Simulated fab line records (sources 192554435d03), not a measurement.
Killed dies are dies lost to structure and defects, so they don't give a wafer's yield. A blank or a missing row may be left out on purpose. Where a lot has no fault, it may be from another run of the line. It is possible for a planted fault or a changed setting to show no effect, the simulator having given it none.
Chamber matching -- flow n5 finfet -- thermal cvd si-02 running N5_HKMG_FIN_CVD_62: 3 sister chambers
The step deposits a-Si from Si2H6, target thk 3 nm, time 20.8 s. 6 wafers are shown with their chamber, then 11 later ones without.

## WAFERS PAIRED WITH THEIR CHAMBERS
wafer,chamber,heater power w (W),chamber pressure Torr (Torr)
L083.4,1,1429,0.9981
L083.6,2,1437,1.0007
L085.4,1,1453,0.9954
L087.1,2,1433,0.9996
L087.6,0,1405,0.9996
L089.2,0,1395,0.9991

## WAFERS WITHOUT THEIR CHAMBER
wafer,heater power w (W),chamber pressure Torr (Torr)
L089.3,1463,1.0007
L089.5,1430,0.9994
L091.2,1484,0.9993
L091.4,1459,0.9994
L091.6,1467,1.0041
L093.1,1450,0.9983
L093.4,1435,1.0007
L093.6,1459,1.0020
L095.2,1388,1.0023
L095.3,1418,1.0018
L095.4,1432,1.0045

## EACH ONE'S CHAMBER
wafer,from the rows above,in truth
L089.3,can't be placed: 2 or 1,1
L089.5,can't be placed: 2 or 1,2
L091.2,can't be placed: 1 or 2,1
L091.4,can't be placed: 2 or 1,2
L091.6,2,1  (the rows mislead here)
L093.1,can't be placed: 1 or 2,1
L093.4,2,2
L093.6,can't be placed: 2 or 1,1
L095.2,0,0
L095.3,can't be placed: 2 or 0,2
L095.4,can't be placed: 2 or 0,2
Correct placement for 2 of the 11. Cannot be placed on the basis of these rows: 8; the candidates contain the true chamber in 8. 1 placed wrongly.
How it was worked out, from the rows above alone: a wafer's distance from a chamber is the root of the sum, over the readings, of the square of ((its reading less the chamber's mean) divided by the reading's scatter). The wafer belongs to the nearest chamber; if the next one is less than 2 further off, it can't be placed. The mean given for a chamber averages the wafers shown for that chamber. The scatter: take each reading less its chamber's mean, square it, sum over the shown wafers, divide by the number of wafers less the number of chambers, and take the root.
